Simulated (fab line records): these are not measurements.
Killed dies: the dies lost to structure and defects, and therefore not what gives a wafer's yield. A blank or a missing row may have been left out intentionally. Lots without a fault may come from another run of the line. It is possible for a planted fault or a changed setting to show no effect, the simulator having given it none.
Comparing a struck lot with a sound one -- flow n5-finfet -- 38 steps out of a route of 1938
Sound: the wafers L146.2, L146.3, L146.4. Wafers L164.2, L164.3, L164.6 were the ones struck. At the end, the cause is stated.
Each step with rows lists, per side, the tool, then ch with its chambers, then its first start. Under that, the readings that differ: sound wafers -- struck wafers -- difference of the means -- sigmas: that difference in standard deviations of wafers without a fault.
alike: readings with means less than 2 such deviations apart, plus words and numbers identical on both sides. not compared: withheld readings, readings lacking a value on some wafer, bounds such as >300 that could conceal the same value, and numbers that have no deviation in the record and whose values overlap.
A row with sigmas, a row that says differs or no value, or rows on one side alone: a step with any of these is where the two part. Numbers that don't overlap but have no deviation are shown without sigmas and don't part them. A reading that every wafer of one side lacks parts them only if that side has two wafers or more.

first, 9 steps without rows for these wafers: N5_BEOL_M2_COAT_22 (resist thk 30 nm); N5_BEOL_M2_EBR_24; N5_BEOL_M2_SOFTBAKE_23 (time 60 s); N5_BEOL_M2_EXPOSE_25 (exposes mask V1, defocus 5 nm); N5_BEOL_M2_PEB_26 (peb time 60 s); N5_BEOL_M2_DEVELOP_27 (develop time 30 s); N5_BEOL_M2_DESCUM_33 (chemistry O2, time 7 s); N5_BEOL_M2_ETCH_77 (etches underlayer in N2/H2, target depth 6.5 nm, time 5.2 s); N5_BEOL_M2_ETCH_69 (etches SiARC in CF4, target depth 15.6 nm, time 26 s).
N5_BEOL_M2_ALD_98: deposits SiO2, target thk 2.5 nm, pulse time 1 s, co reactant pulse time 1 s.
  sound on ald-sin-02 ch 0,1,2, day 7 01:17; struck on ald-sin-01 ch 1,2, day 12 06:58
  alike: heater-power-w, precursor-pulse-height-rel
then, 27 steps without rows for these wafers: N5_BEOL_M2_ETCHBACK_99 (etches SiO2 in CHF3, target depth 5 nm, time 10.4 s); N5_BEOL_M2_ETCH_70 (etches SOC in N2/H2, target depth 80 nm, overetch 24 nm, time 130 s); N5_BEOL_M2_STRIP_71 (strips in N2/H2); N5_BEOL_M2_STRIP_78 (strips in N2/H2); N5_BEOL_M2_VIA_ETCH_34 (etches the open film in C4F6/O2, target depth 69.4 nm, time 65.9 s); N5_BEOL_M2_STRIP_83 (strips in C4F6/O2); N5_BEOL_M2_STRIP_36 (strips in N2/H2); N5_BEOL_M2_TRENCH_ETCH_37 (etches SiOC in C4F6/O2, target depth 55.555 nm, time 29.2 s); N5_BEOL_M2_ETCH_41 (etches SiCN in CH3F/O2, target depth 29.9 nm, time 52.5 s); N5_BEOL_M2_STRIP_97 (strips in N2/H2, time 10 s); N5_BEOL_M2_HM_STRIP_39 (strips TiN in peroxide tin strip, target depth 25 nm, time 158 s); N5_BEOL_M2_SRD_40 (time 30 s); N5_BEOL_M2_PRECLEAN_42 (cleans in residue remover, time 60 s); N5_BEOL_M2_SRD_43 (time 30 s); N5_BEOL_M2_DEGAS_44 (time 60 s); N5_BEOL_M2_PRE_CLEAN_45 (time 30 s); N5_BEOL_M2_ALD_84 (deposits TaN, pulse time 2 s, purge time 3 s, co reactant purge time 2 s); N5_BEOL_M2_SURFACE_TREAT_85; N5_BEOL_M2_CVD_47 (deposits Co from CCTBA/H2, target thk 3 nm, time 223.8 s); N5_BEOL_M2_SPUTTER_48 (material Cu, target thk 4.5 nm, time 8.29 s); N5_BEOL_M2_ANNEAL_49 (time 240 s); N5_BEOL_M2_SPUTTER_79 (material Cu, target thk 4.5 nm, time 8.29 s); N5_BEOL_M2_ANNEAL_80 (time 240 s); N5_BEOL_M2_SPUTTER_81 (material Cu, target thk 4.5 nm, time 8.29 s); N5_BEOL_M2_ANNEAL_82 (time 240 s); N5_BEOL_M2_SPUTTER_86 (material Cu, target thk 4.5 nm, time 8.29 s); N5_BEOL_M2_ANNEAL_87 (time 240 s).
-- a jump in the record: the struck wafers' starts before and after are 6 days apart (it breaks off in module BEOL_M2 and resumes in module PASSIVATION, where the first step shown is number 1936 of the route) --
N5_PASSIVATION_PROBE_49:
  rows exist in the record for the struck wafers here (prober-02, day 18 10:42), but not for the sound ones

## WHERE THEY PART
N5_PASSIVATION_PROBE_49 only, going by this record.

WHY: the cause the simulator had injected
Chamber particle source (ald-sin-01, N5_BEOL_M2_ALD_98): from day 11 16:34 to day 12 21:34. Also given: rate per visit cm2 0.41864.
